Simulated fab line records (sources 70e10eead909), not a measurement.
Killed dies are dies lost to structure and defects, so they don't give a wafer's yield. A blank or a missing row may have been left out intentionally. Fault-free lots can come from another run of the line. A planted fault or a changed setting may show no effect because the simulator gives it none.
Comparing a struck lot with a sound one -- flow nand_harc -- 14 steps out of a route of 1302
Sound: wafers L324.3, L324.5, L324.6. Struck: wafer L338.2 (L338.5, L338.6, from the same lot, were not struck and are left out); the cause is given at the end.
Per side, at each step with rows, come the tool, then ch with its chambers, and then its first start. Under that, the readings that differ: sound wafers -- struck wafers -- difference of the means -- sigmas: that difference in standard deviations of wafers without a fault.
alike: readings with means less than 2 such deviations apart, plus words and numbers identical on both sides. not compared: withheld readings, readings lacking a value on some wafer, bounds such as >300 that could conceal the same value, and numbers that have no deviation in the record and whose values overlap.
Wherever a step has rows on one side only, a row that says differs or no value, or a row with sigmas, the two part there. Numbers that have no deviation but don't overlap get no sigmas and don't part them. A reading missing from all wafers of one side parts the sides only when that side holds two or more wafers.

NHARC_A_DECK1_JOINT_ETCHBACK_00: etches the open film in HBr, target depth 30 nm, time 17.4 s.
  sound on rie_si-05 ch 0,1,3, day 12 14:50; struck on rie_si-03 ch 2, day 19 03:11
  alike: chamber_pressure_mTorr, drypump_motor_current_A, oes_product_au, throttle_valve_pct
  not compared: rf_hours_counter_h
then, 8 steps without rows for these wafers: NHARC_A_DECK1_JOINT_PRECLEAN_30 (cleans in SC1); NHARC_A_DECK1_JOINT_SRD_31; NHARC_A_DECK1_JOINT_CVD_34 (deposits SiNx, target thk 20 nm); NHARC_A_DECK1_JOINT_DEP_06 (deposits SiOx, target thk 80 nm); NHARC_A_DECK1_JOINT_CURE_26 (time 32 s); NHARC_A_DECK1_JOINT_ANNEAL_27 (time 3600 s); NHARC_A_DECK1_JOINT_ANNEAL_28 (time 1800 s); NHARC_A_DECK1_JOINT_ANNEAL_29 (time 1800 s).
NHARC_A_DECK1_JOINT_CMP_02: polishes SiOx.
  sound on cmp-03 ch 0,3, day 13 11:32; struck on cmp-03 ch 2, day 20 05:59
reading,sound,struck,difference,sigmas
motor_current_A (A),13.6 13.6 12.0,9.8,-3.3,-3
  alike: retaining_ring_pressure_frac, slurry_flow_ml_min
after that, 1 step had no rows for these wafers: NHARC_A_DECK1_JOINT_SRD_15.
NHARC_A_DECK1_JOINT_DEP_16: deposits SiO2, target thk 45 nm.
  sound on pecvd-03 ch 1,2, day 13 11:55; struck on pecvd-01 ch 0, day 20 06:29
  alike: heater_power_w, showerhead_vpp_V, throttle_valve_pct
NHARC_A_DECK1_JOINT_THK_MEAS_17: measures by ellipsometry.
  struck on film_metro-01, day 20 06:46; sound on film_metro-02, day 13 12:10
reading,sound,struck,difference,sigmas
thk_nm (nm),46.1 46.7 45.9,28.5,-17.7,-14
NHARC_A_DECK1_JOINT_INSPECT_05:
  struck on defect_inspect-01, day 20 06:49; sound on defect_inspect-02, day 13 12:12
  alike: raw_defect_count

== WHERE THEY PART ==
Earliest at NHARC_A_DECK1_JOINT_CMP_02; latest, in this record, at NHARC_A_DECK1_JOINT_THK_MEAS_17. Later steps at which nothing parts them and some readings are alike: NHARC_A_DECK1_JOINT_INSPECT_05.

WHY: whatever the simulator had introduced
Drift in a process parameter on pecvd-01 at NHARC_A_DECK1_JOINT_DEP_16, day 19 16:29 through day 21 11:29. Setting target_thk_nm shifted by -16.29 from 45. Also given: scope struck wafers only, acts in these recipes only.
